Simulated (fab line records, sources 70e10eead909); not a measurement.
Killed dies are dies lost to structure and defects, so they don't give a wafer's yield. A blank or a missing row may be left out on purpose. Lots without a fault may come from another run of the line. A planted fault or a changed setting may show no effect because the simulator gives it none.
fab line records | flow nand_harc
record lots=6 wafers=18 last_day=32
route steps=1302 shown A_M1@1172 END@1302
lots that met no fault: from a run of the same line without faults
start_h: hours from the record's first day to the start of the lot's first wafer shown | wait_h: hours since the lot's step before | " the same as in the row above | L1.1+2: a row that stands for several wafers | - no value, or no start given | * or withheld: withheld | < > ~ a bound
route shown NAME@n: a module of which the file shows steps, and the number in the route of the first | usual: mean/standard deviation of fault-free wafers | same: alike in all rows | chamber/n: place in a boat | sites: the reading at each site | _std_site: their standard deviation | _edge_site: outer sites' mean less inner sites' | radius_mm: how far each site lies from the wafer's centre | mask NAME#n: copy n | behind: the tool/chamber that last shaped the wafer | hold: why the lot was held/for how many hours/how that ended | device: the transistor (n, p or np) that didn't switch | end of line: the same wafers' tests at the end of the route | a step without rows: its recipe alone | killed: dies lost to structure and defects at the first sort, not the wafer's yield | map: a wafer's dies, x killed, . not, _ none there
set.NAME: the setting as run; set.NAME@STEP: as run at that earlier step | model.NAME: the simulator's own value behind a step, which no gauge read
lots at some steps of the route; a table a step, a row a wafer
services: from which hour (start_h, from the record's first day; less than 0 if before it) a tool's chamber was out of use, for how many hours, and why
## steps
# step NHARC_A_M1_COAT_34
# recipe temp_c=200 time_s=65
# step NHARC_A_M1_COAT_03
# recipe spin_rpm=1500 resist_thk_nm=90
# step NHARC_A_M1_SOFTBAKE_04
# recipe temp_c=105 time_s=55
# step NHARC_A_M1_EBR_05
# step NHARC_A_M1_EXPOSE_06
# recipe na=1.35 target_cd_nm=120 dose_mj=75.13 mask_id=A_M1
# step NHARC_A_M1_PEB_07
# recipe peb_temp_c=100 peb_time_s=65
# step NHARC_A_M1_DEVELOP_08
# recipe develop_time_s=35 dev_temp_c=23
# step NHARC_A_M1_CD_MEAS_09
# recipe target_cd_nm=120 landing_energy_ev=500
# usual cd_nm=119.9/0.48
# columns lot.wafer tool chamber start_h wait_h cd_nm
L441.3 cd_sem-01 0 615.76 - 119.9
L441.5 " 0 " " 119.7
L441.6 " 0 " " 119.6
L443.1 cd_sem-02 0 618.48 - 119.7
L443.3 " 0 " " 120.1
L443.6 " 0 " " 120.2
L446.3 cd_sem-03 0 673.03 - 119.1
L446.4 " 0 " " 119.5
L446.6 " 0 " " 119.4
L445.4 cd_sem-02 0 685.34 - 120.2
L445.5 " 0 " " 120.1
L445.6 " 0 " " 119.7
L449.2 cd_sem-03 0 715.43 - 119.8
L449.3 " 0 " " 119.3
L449.5 " 0 " " 119.7
L452.2 cd_sem-01 0 730.16 - 119.7
L452.3 " 0 " " 119.5
L452.6 " 0 " " 119.7
# step NHARC_A_M1_OVL_MEAS_10
# recipe pitch_nm=240
# usual overlay_x_nm=0.1/0.73 overlay_y_nm=-0.1/0.79
# columns lot.wafer tool chamber start_h wait_h overlay_x_nm overlay_y_nm
L441.3 overlay-01 - 615.84 - -0.3 0.0
L441.5 " - " " -0.5 -0.8
L441.6 " - " " -0.2 0.1
L443.1 overlay-01 - 618.57 - -0.1 2.1
L443.3 " - " " 0.7 1.8
L443.6 " - " " 0.0 1.9
L446.3 overlay-01 - 673.13 - 1.0 0.8
L446.4 " - " " 1.2 0.6
L446.6 " - " " 0.6 0.4
L445.4 overlay-01 - 685.42 - 0.4 -0.5
L445.5 " - " " 0.7 -0.3
L445.6 " - " " 0.0 -0.9
L449.2 overlay-02 - 715.52 - -0.1 -1.4
L449.3 " - " " -0.1 -1.2
L449.5 " - " " 0.3 -1.3
L452.2 overlay-01 - 730.24 - 0.3 -0.3
L452.3 " - " " 0.1 0.3
L452.6 " - " " -0.1 0.3
# step NHARC_A_M1_INSPECT_11
# usual raw_defect_count=84/33
# columns lot.wafer tool chamber start_h wait_h raw_defect_count
L441.3 defect_inspect-01 - 615.88 0.0 32
L441.5 " - " " 42
L441.6 " - " " 43
L443.1 defect_inspect-02 - 618.60 0.0 109
L443.3 " - " " 104
L443.6 " - " " 111
L446.3 defect_inspect-02 - 673.16 0.0 76
L446.4 " - " " 70
L446.6 " - " " 72
L445.4 defect_inspect-02 - 685.46 0.0 23
L445.5 " - " " 31
L445.6 " - " " 42
L449.2 defect_inspect-02 - 715.55 0.0 85
L449.3 " - " " 55
L449.5 " - " " 58
L452.2 defect_inspect-01 - 730.28 0.0 80
L452.3 " - " " 88
L452.6 " - " " 100
# step NHARC_A_M1_DESCUM_14
# recipe time_s=3 o2_flow_sccm=200 ar_flow_sccm=0 bias_power_w=0 chemistry=O2
# usual drypump_motor_current_A=5.70/0.22 mfc_ar_sccm=0.006/0.0088 oes_product_au=1.002/0.0076 rf_vpp_V=57.9/0.98 showerhead_plenum_p_Torr=1.94/0.09 throttle_valve_pct=11.311/0.0091
# columns lot.wafer tool chamber start_h wait_h drypump_motor_current_A mfc_ar_sccm oes_product_au rf_hours_counter_h rf_vpp_V showerhead_plenum_p_Torr throttle_valve_pct
L441.3 rie_diel-10 1 615.95 0.1 5.72 0.005 1.004 0.8 57.2 1.96 11.323
L441.5 " 0 " " 6.23 0.007 1.005 - 57.0 1.81 11.313
L441.6 " 1 " " 5.72 0.005 0.998 - 59.5 1.96 11.315
L443.3 rie_diel-08 1 618.67 0.1 5.46 0 1.011 2.7 57.7 2.00 11.295
L443.1 " 3 " " 6.19 0 1.012 3.5 57.0 1.89 11.312
L443.6 " 3 " " 6.19 0 1.019 - 57.1 1.89 11.321
L446.4 rie_diel-03 0 673.22 0.1 5.77 0.006 1.004 0.2 58.8 2.04 11.289
L446.3 " 3 " " 5.63 0 1.010 0.3 58.1 1.82 11.305
L446.6 " 0 " " 5.78 0.006 1.005 - 58.1 2.04 11.307
L445.4 rie_diel-03 0 685.52 0.1 5.75 0.006 0.995 0.7 58.2 2.04 11.326
L445.5 " 0 " " 5.75 0.006 1.003 - 57.8 2.04 11.313
L445.6 " 1 " " 5.76 0.008 1.000 - 56.4 1.92 11.315
L449.3 rie_diel-03 2 715.61 0.1 5.57 0.002 1.006 1.2 58.0 2.04 11.313
L449.2 " 1 " " 5.77 0.008 1.008 1.1 58.7 1.92 11.304
L449.5 " 3 " " 5.64 0 1.005 - 57.4 1.81 11.325
L452.3 rie_diel-10 0 730.34 0.1 6.20 0.007 1.000 7.6 56.7 1.81 11.318
L452.2 " 1 " " 5.74 0.005 0.997 7.2 57.9 1.96 11.301
L452.6 " 0 " " 6.18 0.007 0.999 - 55.9 1.81 11.311
# step NHARC_A_M1_ETCH_35
# recipe target_depth_a=400 overetch_a=120 time_s=43.94 ion_energy_ev=200 n2_flow_sccm=150 h2_flow_sccm=150 ar_flow_sccm=0 rf_w=400 bias_w=150 chemistry=N2/H2
# usual bias_w=149.9/0.4 chamber_pressure_mTorr=30.001/0.03 drypump_motor_current_A=5.71/0.23 mfc_ar_sccm=0.006/0.0088 oes_product_au=1.002/0.0071 rf_vpp_V=431.4/2.7 showerhead_plenum_p_Torr=2.07/0.095 throttle_valve_pct=14.171/0.0075
# columns lot.wafer tool chamber start_h wait_h bias_w chamber_pressure_mTorr drypump_motor_current_A mfc_ar_sccm oes_product_au rf_hours_counter_h rf_vpp_V showerhead_plenum_p_Torr throttle_valve_pct
L441.3 rie_diel-10 2 616.03 0.1 150.2 29.936 5.61 0.032 1.000 0.5 434.1 2.18 14.179
L441.6 " 0 " " 150.9 30.010 6.22 0.007 0.999 - 427.4 1.92 14.160
L441.5 " 1 " " 150.1 30.010 5.77 0.005 0.989 - 431.4 2.09 14.164
L443.1 rie_diel-08 0 618.77 0.1 149.2 30.050 5.38 0 0.997 2.8 431.8 2.08 14.171
L443.3 " 1 " " 150.0 30.013 5.45 0 1.010 2.7 433.3 2.13 14.168
L443.6 " 0 " " 149.5 30.008 5.39 0 0.990 - 432.6 2.08 14.170
L446.3 rie_diel-03 3 673.32 0.1 150.1 29.980 5.67 0 1.006 0.3 427.7 1.93 14.172
L446.4 " 0 " " 149.9 30.024 5.73 0.006 1.012 0.2 435.0 2.18 14.166
L446.6 " 1 " " 149.7 29.980 5.76 0.008 1.009 - 430.6 2.04 14.168
L445.4 rie_diel-03 2 685.61 0.1 150.0 30.009 5.58 0.002 1.007 0.7 433.9 2.18 14.195
L445.6 " 1 " " 150.0 30.006 5.76 0.008 1.013 - 430.1 2.04 14.169
L445.5 " 2 " " 149.9 30.009 5.57 0.002 1.012 - 433.0 2.18 14.162
L449.3 rie_diel-03 3 715.70 0.1 150.3 29.994 5.67 0 1.001 1.4 427.1 1.93 14.168
L449.2 " 0 " " 149.9 29.962 5.76 0.006 1.003 1.2 435.0 2.18 14.170
L449.5 " 3 " " 150.1 30.005 5.65 0 1.008 - 427.5 1.93 14.167
L452.3 rie_diel-10 2 730.42 0.1 149.6 30.001 5.59 0.032 0.990 7.0 435.0 2.18 14.169
L452.2 " 1 " " 149.9 30.053 5.77 0.005 0.996 7.2 432.5 2.09 14.181
L452.6 " 2 " " 149.2 29.929 5.60 0.032 1.001 - 434.7 2.18 14.171
# step NHARC_A_M1_ETCH_15
# recipe target_depth_a=1825 time_s=91.2 c4f8_flow_sccm=withheld ar_flow_sccm=400 rf_w=600 bias_w=300 chemistry=C4F8/Ar
# usual bias_w=300.1/0.87 chamber_pressure_mTorr=24.999/0.026 oes_product_au=0.956/0.023 rf_vpp_V=441.8/2.7
# columns lot.wafer tool chamber start_h wait_h bias_w chamber_pressure_mTorr oes_product_au rf_hours_counter_h rf_vpp_V
L441.3 rie_diel-10 2 616.13 - - - - - -
L441.5 " 0 " " - - - - -
L441.6 " 1 " " - - - - -
L443.3 rie_diel-08 3 618.88 - - - - - -
L443.1 " 0 " " - - - - -
L443.6 " 0 " " - - - - -
L446.3 rie_diel-03 1 673.40 - 300.0 25.023 0.957 0.2 441.4
L446.4 " 2 " " 300.0 24.988 0.971 0.3 445.0
L446.6 " 0 " " 300.3 24.986 0.956 - 445.9
L445.4 rie_diel-03 0 685.69 - 301.8 24.972 0.966 0.7 443.6
L445.6 " 0 " " 300.5 25.012 0.976 - 444.1
L445.5 " 1 " " 300.9 24.976 0.966 - 441.8
L449.2 rie_diel-03 1 715.79 - 300.7 25.033 0.988 1.1 441.6
L449.3 " 2 " " 299.8 25.009 0.964 1.3 443.6
L449.5 " 0 " " 300.0 24.994 0.991 - 445.8
L452.3 rie_diel-10 2 730.51 - 300.3 24.972 0.922 7.1 443.5
L452.2 " 0 " " 298.3 25.011 0.927 7.7 437.5
L452.6 " 2 " " 299.5 25.005 0.918 - 446.3
# step NHARC_A_M1_CD_MEAS_16
# usual cd_nm=119.8/0.57
# columns lot.wafer tool chamber start_h wait_h cd_nm
L441.3 cd_sem-01 - 616.25 - 119.3
L441.5 " - " " 120.2
L441.6 " - " " 119.9
L443.1 cd_sem-02 - 619.02 - 119.0
L443.3 " - " " 120.1
L443.6 " - " " 119.2
L446.3 cd_sem-01 - 673.53 - 119.1
L446.4 " - " " 118.7
L446.6 " - " " 118.5
L445.4 cd_sem-03 - 685.83 - 119.0
L445.5 " - " " 119.3
L445.6 " - " " 118.9
L449.2 cd_sem-03 - 715.92 - 119.3
L449.3 " - " " 119.8
L449.5 " - " " 119.5
L452.2 cd_sem-02 - 730.65 - 119.3
L452.3 " - " " 119.6
L452.6 " - " " 120.2
# step NHARC_END_SORT_01
# recipe temp_c=25
# usual defect_limited_yield=90.8/2.2 killed_at_array=58/15 killed_at_other=0.8/1.2 killed_at_periphery=3.5/2.5 killed_dies=62/15 killed_open=3.2/1.7 killed_short=2.4/1.5
# same gross_dies=677
# columns lot.wafer tool chamber start_h wait_h hold defect_limited_yield[%] killed_at_array killed_at_other killed_at_periphery killed_dies killed_open killed_short
L441.3 prober-01 0 656.64 3.1 await_dispo/4.1h/scrap 0 670 0 7 677 2 1
L441.5 prober-01 0 658.24 3.7 await_dispo/4.1h/scrap 0 672 0 5 677 3 1
L441.6 prober-01 0 659.04 4.0 await_dispo/4.1h/scrap 0 668 1 8 677 5 3
L443.1 prober-02 0 659.68 2.5 await_dispo/1.7h/scrap 0 674 0 3 677 4 0
L443.3 prober-02 0 661.25 3.1 await_dispo/1.7h/scrap 0 672 1 4 677 2 1
L443.6 prober-02 0 663.62 3.9 await_dispo/1.7h/scrap 0 672 0 5 677 4 3
L446.3 prober-01 0 709.57 3.1 - 90.3 60 2 4 66 6 6
L446.4 prober-01 0 710.36 3.4 - 92.2 51 0 2 53 4 2
L446.6 prober-01 0 711.94 4.0 - 90.5 61 1 2 64 2 3
L445.4 prober-01 0 725.88 3.4 - 95.3 31 0 1 32 2 4
L445.5 prober-01 0 726.69 3.7 - 93.6 35 1 7 43 6 3
L445.6 prober-01 0 727.49 4.0 - 92.5 50 1 0 51 2 2
L449.2 prober-02 0 750.77 2.8 - 91.4 51 0 7 58 4 3
L449.3 prober-02 0 751.57 3.1 - 93.1 42 0 5 47 7 3
L449.5 prober-02 0 753.19 3.7 - 92.3 44 1 7 52 3 0
L452.2 prober-02 0 773.36 2.8 - 92.2 53 0 0 53 1 1
L452.3 prober-02 0 774.16 3.1 - 89.7 68 0 2 70 3 2
L452.6 prober-02 0 776.58 4.0 - 89.2 73 0 0 73 1 0
# killed by level:class
L441.3 A_M1:area_etch=641 A_CHANNEL_HOLE_D2:chamber_film_flake=15 A_CHANNEL_HOLE_D1:chamber_film_flake=4 P_GATE:chamber_film_flake=3 P_STI:chamber_film_flake=2 A_SLIT:chamber_film_flake=2 A_CONTACT:chamber_film_flake=2 A_M1:chamber_film_flake=2
L441.5 A_M1:area_etch=636 A_CHANNEL_HOLE_D2:chamber_film_flake=20 A_CHANNEL_HOLE_D1:chamber_film_flake=7 P_M0:geometric_particle:open=2 A_M1:chamber_film_flake=2 A_CHANNEL_FILL_D1:geometric_particle:short=1 A_BLC:geometric_particle:open=1 A_DECK1_JOINT:chamber_film_flake=1
L441.6 A_M1:area_etch=630 A_CHANNEL_HOLE_D2:chamber_film_flake=19 A_CHANNEL_HOLE_D1:chamber_film_flake=9 P_GATE:chamber_film_flake=3 P_M0:geometric_particle:open=2 P_M0:geometric_particle:short=2 A_CONTACT:chamber_film_flake=2 P_CONTACT:geometric_particle:open=1
L443.1 A_M1:area_etch=616 A_SLIT:chamber_film_flake=29 A_CHANNEL_HOLE_D1:chamber_film_flake=24 P_M2:geometric_particle:open=1 A_ONON_D2:geometric_particle:open=1 A_SGD_CUT:geometric_particle:open=1 A_WL_FILL:geometric_particle:open=1 P_GATE:chamber_film_flake=1
L443.3 A_M1:area_etch=606 A_CHANNEL_HOLE_D1:chamber_film_flake=32 A_SLIT:chamber_film_flake=27 A_CONTACT:chamber_film_flake=4 P_BONDPAD:chamber_film_flake=2 P_CONTACT:geometric_particle:open=1 A_BLC:geometric_particle:open=1 A_M1:geometric_particle:short=1
L443.6 A_M1:area_etch=604 A_CHANNEL_HOLE_D1:chamber_film_flake=30 A_SLIT:chamber_film_flake=26 P_BONDPAD:chamber_film_flake=3 A_CONTACT:chamber_film_flake=3 A_ONON_D1:geometric_particle:open=2 A_SGD_CUT:geometric_particle:short=2 P_CONTACT:geometric_particle:open=1
L446.3 A_SLIT:chamber_film_flake=34 A_CHANNEL_HOLE_D1:chamber_film_flake=5 A_SGD_CUT:chamber_film_flake=5 A_ONON_D1:geometric_particle:open=2 A_WL_FILL:geometric_particle:short=2 P_GATE:chamber_film_flake=2 THIN_TSV:chamber_film_flake=2 P_STI:geometric_particle:short=1
L446.4 A_SLIT:chamber_film_flake=28 A_CHANNEL_HOLE_D1:chamber_film_flake=7 A_CHANNEL_FILL_D2:chamber_film_flake=3 A_STAIRCASE:chamber_film_flake=3 A_SGD_CUT:chamber_film_flake=3 A_DECK1_JOINT:geometric_particle:open=2 P_GATE:geometric_particle:short=1 A_CHANNEL_FILL_D1:geometric_particle:open=1
L446.6 A_SLIT:chamber_film_flake=30 A_CHANNEL_HOLE_D1:chamber_film_flake=10 A_SGD_CUT:chamber_film_flake=9 A_STAIRCASE:chamber_film_flake=4 A_CONTACT:chamber_film_flake=2 A_ONON_D1:geometric_particle:open=1 A_ONON_D2:geometric_particle:short=1 A_ONON_D2:geometric_particle:open=1
L445.4 A_STAIRCASE:chamber_film_flake=8 A_CONTACT:chamber_film_flake=6 A_CHANNEL_HOLE_D1:chamber_film_flake=4 A_SLIT:chamber_film_flake=4 A_ONON_D1:geometric_particle:short=3 A_BLC:geometric_particle:open=2 A_BONDPAD:chamber_film_flake=2 A_DECK1_JOINT:geometric_particle:short=1
L445.5 A_CONTACT:chamber_film_flake=7 A_STAIRCASE:chamber_film_flake=6 A_SLIT:chamber_film_flake=6 A_CHANNEL_HOLE_D1:chamber_film_flake=5 A_BONDPAD:chamber_film_flake=4 P_GATE:chamber_film_flake=3 P_GATE:geometric_particle:open=2 A_M0:chamber_film_flake=2
L445.6 A_STAIRCASE:chamber_film_flake=12 A_CHANNEL_HOLE_D1:chamber_film_flake=11 A_BONDPAD:chamber_film_flake=9 A_SLIT:chamber_film_flake=7 A_CONTACT:chamber_film_flake=5 A_CHANNEL_HOLE_D1:geometric_particle:open=1 A_SGD_CUT:geometric_particle:short=1 A_WL_FILL:geometric_particle:short=1
L449.2 A_CHANNEL_HOLE_D1:chamber_film_flake=38 P_STI:chamber_film_flake=6 A_SLIT:chamber_film_flake=2 A_STAIRCASE:chamber_film_flake=2 A_ONON_D1:geometric_particle:open=1 A_ONON_D1:geometric_particle:short=1 A_CHANNEL_FILL_D1:geometric_particle:open=1 A_ONON_D2:geometric_particle:open=1
L449.3 A_CHANNEL_HOLE_D1:chamber_film_flake=26 P_STI:chamber_film_flake=3 A_SLIT:chamber_film_flake=3 A_CHANNEL_FILL_D1:geometric_particle:open=2 A_M0:geometric_particle:open=2 P_CONTACT:geometric_particle:open=1 A_SOURCE_PLATE:geometric_particle:short=1 A_ONON_D2:geometric_particle:open=1
L449.5 A_CHANNEL_HOLE_D1:chamber_film_flake=31 A_SLIT:chamber_film_flake=6 P_STI:chamber_film_flake=4 P_CONTACT:geometric_particle:open=3 A_WL_FILL:chamber_film_flake=2 A_CHANNEL_HOLE_D2:chamber_film_flake=1 A_STAIRCASE:chamber_film_flake=1 A_BLC:chamber_film_flake=1
L452.2 A_SLIT:chamber_film_flake=26 A_CHANNEL_HOLE_D1:chamber_film_flake=9 A_CHANNEL_HOLE_D2:chamber_film_flake=7 A_CHANNEL_FILL_D1:chamber_film_flake=4 A_CONTACT:chamber_film_flake=3 A_CHANNEL_HOLE_D2:geometric_particle:short=1 A_M0:geometric_particle:open=1 A_ZERO_WELL:chamber_film_flake=1
L452.3 A_SLIT:chamber_film_flake=38 A_CHANNEL_HOLE_D1:chamber_film_flake=15 A_CHANNEL_HOLE_D2:chamber_film_flake=4 A_CHANNEL_FILL_D1:chamber_film_flake=3 A_WL_FILL:geometric_particle:open=2 P_ZERO_WELL:chamber_film_flake=2 A_CONTACT:chamber_film_flake=2 A_CHANNEL_FILL_D1:geometric_particle:short=1
L452.6 A_SLIT:chamber_film_flake=43 A_CHANNEL_HOLE_D1:chamber_film_flake=14 A_CHANNEL_HOLE_D2:chamber_film_flake=6 A_CHANNEL_FILL_D1:chamber_film_flake=2 A_CHANNEL_FILL_D2:chamber_film_flake=2 A_WL_FILL:chamber_film_flake=2 A_CONTACT:chamber_film_flake=2 A_ONON_D1:geometric_particle:open=1
# map L441.3 (x killed, . not)
____________x____________
_________xxxxxxx_________
_______xxxxxxxxxxx_______
______xxxxxxxxxxxxx______
_____xxxxxxxxxxxxxxx_____
____xxxxxxxxxxxxxxxxx____
____xxxxxxxxxxxxxxxxx____
___xxxxxxxxxxxxxxxxxxx___
___xxxxxxxxxxxxxxxxxxx___
__xxxxxxxxxxxxxxxxxxxxx__
__xxxxxxxxxxxxxxxxxxxxx__
_xxxxxxxxxxxxxxxxxxxxxxx_
_xxxxxxxxxxxxxxxxxxxxxxx_
_xxxxxxxxxxxxxxxxxxxxxxx_
_xxxxxxxxxxxxxxxxxxxxxxx_
_xxxxxxxxxxxxxxxxxxxxxxx_
xxxxxxxxxxxxxxxxxxxxxxxxx
xxxxxxxxxxxxxxxxxxxxxxxxx
xxxxxxxxxxxxxxxxxxxxxxxxx
xxxxxxxxxxxxxxxxxxxxxxxxx
xxxxxxxxxxxxxxxxxxxxxxxxx
_xxxxxxxxxxxxxxxxxxxxxxx_
_xxxxxxxxxxxxxxxxxxxxxxx_
_xxxxxxxxxxxxxxxxxxxxxxx_
_xxxxxxxxxxxxxxxxxxxxxxx_
_xxxxxxxxxxxxxxxxxxxxxxx_
__xxxxxxxxxxxxxxxxxxxxx__
__xxxxxxxxxxxxxxxxxxxxx__
___xxxxxxxxxxxxxxxxxxx___
___xxxxxxxxxxxxxxxxxxx___
____xxxxxxxxxxxxxxxxx____
____xxxxxxxxxxxxxxxxx____
_____xxxxxxxxxxxxxxx_____
______xxxxxxxxxxxxx______
_______xxxxxxxxxxx_______
_________xxxxxxx_________
____________x____________
# map L443.1 (x killed, . not)
____________x____________
_________xxxxxxx_________
_______xxxxxxxxxxx_______
______xxxxxxxxxxxxx______
_____xxxxxxxxxxxxxxx_____
____xxxxxxxxxxxxxxxxx____
____xxxxxxxxxxxxxxxxx____
___xxxxxxxxxxxxxxxxxxx___
___xxxxxxxxxxxxxxxxxxx___
__xxxxxxxxxxxxxxxxxxxxx__
__xxxxxxxxxxxxxxxxxxxxx__
_xxxxxxxxxxxxxxxxxxxxxxx_
_xxxxxxxxxxxxxxxxxxxxxxx_
_xxxxxxxxxxxxxxxxxxxxxxx_
_xxxxxxxxxxxxxxxxxxxxxxx_
_xxxxxxxxxxxxxxxxxxxxxxx_
xxxxxxxxxxxxxxxxxxxxxxxxx
xxxxxxxxxxxxxxxxxxxxxxxxx
xxxxxxxxxxxxxxxxxxxxxxxxx
xxxxxxxxxxxxxxxxxxxxxxxxx
xxxxxxxxxxxxxxxxxxxxxxxxx
_xxxxxxxxxxxxxxxxxxxxxxx_
_xxxxxxxxxxxxxxxxxxxxxxx_
_xxxxxxxxxxxxxxxxxxxxxxx_
_xxxxxxxxxxxxxxxxxxxxxxx_
_xxxxxxxxxxxxxxxxxxxxxxx_
__xxxxxxxxxxxxxxxxxxxxx__
__xxxxxxxxxxxxxxxxxxxxx__
___xxxxxxxxxxxxxxxxxxx___
___xxxxxxxxxxxxxxxxxxx___
____xxxxxxxxxxxxxxxxx____
____xxxxxxxxxxxxxxxxx____
_____xxxxxxxxxxxxxxx_____
______xxxxxxxxxxxxx______
_______xxxxxxxxxxx_______
_________xxxxxxx_________
____________x____________
## services
# columns tool chamber start_h hours kind
rie_diel-10 - 596.50 9.0 pm
rie_diel-08 2 610.05 13.6 repair
rie_diel-03 0 614.47 - clean
rie_diel-03 1 614.47 - clean
rie_diel-03 2 614.47 - clean
rie_diel-03 3 614.47 - clean
rie_diel-08 0 619.22 10.3 repair
rie_diel-10 2 619.67 6.2 repair
rie_diel-08 2 625.18 7.9 repair
rie_diel-03 - 635.47 9.0 pm
rie_diel-03 0 635.47 9.0 vent_cycle
rie_diel-03 1 635.47 9.0 vent_cycle
rie_diel-03 2 635.47 9.0 vent_cycle
rie_diel-03 3 635.47 9.0 vent_cycle
rie_diel-03 0 644.47 - clean
rie_diel-03 1 644.47 - clean
rie_diel-03 2 644.47 - clean
rie_diel-03 3 644.47 - clean
rie_diel-08 - 648.21 1.0 repair
rie_diel-03 0 668.97 - clean
rie_diel-03 1 668.97 - clean
rie_diel-03 2 668.97 - clean
rie_diel-08 - 721.84 9.0 pm
rie_diel-03 2 725.61 2.5 repair
## key
first_sign step=NHARC_A_M1_ETCH_15 reading=tool_record direction=missing
effect step=NHARC_END_SORT_01 reading=defect_limited_yield direction=down sigmas=42 usual=90.8 struck=0
more_kills_born_at NHARC_A_M1_ETCH_15@rie_diel-10=1910 NHARC_A_M1_ETCH_15@rie_diel-08=1826
met_at NHARC_A_M1_ETCH_15
struck_wafers L441.3,L441.5,L441.6,L443.1,L443.3,L443.6
later_rows_left_out L441.3,L441.5,L441.6,L443.1,L443.3,L443.6
fault kind=skipped_step_whole tool=rie_diel-08,rie_diel-10 chamber=- onset_h=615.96 steps=NHARC_A_M1_ETCH_15 scope=struck_lots_only
# later_rows_left_out: the simulator's readings of these wafers behind a module that went badly wrong aren't trusted and aren't shown, but for the sort
